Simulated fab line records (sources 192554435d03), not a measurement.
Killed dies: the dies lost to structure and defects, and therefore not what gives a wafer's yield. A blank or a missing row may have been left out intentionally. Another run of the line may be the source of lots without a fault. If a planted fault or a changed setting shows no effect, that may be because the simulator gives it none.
Matching of chambers	flow n5 finfet	4 sister chambers for N5_BEOL_M10_ETCH_61 on rie diel-04
The step etches SiARC in CF4, target depth 39 nm, time 65 s. 4 wafers are shown with their chamber, then 8 later ones without.

EACH WAFER AND ITS CHAMBER
wafer	chamber	showerhead plenum p Torr (Torr)
L089.5	0	2.18
L088.2	3	2.18
L088.4	2	2.12
L094.1	1	2.08

WAFERS MISSING THEIR CHAMBER
wafer	showerhead plenum p Torr (Torr)
L094.2	2.11
L094.3	2.17
L095.4	2.17
L095.5	2.17
L095.6	2.17
L096.2	2.17
L096.3	2.08
L096.6	2.17

CHAMBER TAKEN BY EACH
wafer	from the rows above	in truth
L094.2	2	2
L094.3	can't be placed: 0 or 3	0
L095.4	can't be placed: 0 or 3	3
L095.5	can't be placed: 0 or 3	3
L095.6	can't be placed: 0 or 3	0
L096.2	can't be placed: 0 or 3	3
L096.3	1	1
L096.6	can't be placed: 0 or 3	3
Correctly placed: 2 of 8. Cannot be placed on the basis of these rows: 6; the candidates contain the true chamber in 6. Number placed wrongly: 0.
How it was worked out, from the rows above alone: a wafer's distance from a chamber is the root of the sum, over the readings, of the square of ((its reading less the chamber's mean) divided by the reading's scatter). The wafer belongs to the nearest chamber; if the next one is less than 2 further off, it can't be placed. For every chamber, the mean is computed from those of its wafers that are shown. The scatter: with one shown wafer a chamber, the root of the mean of the squares of how far each hidden wafer lies from its nearest shown one.
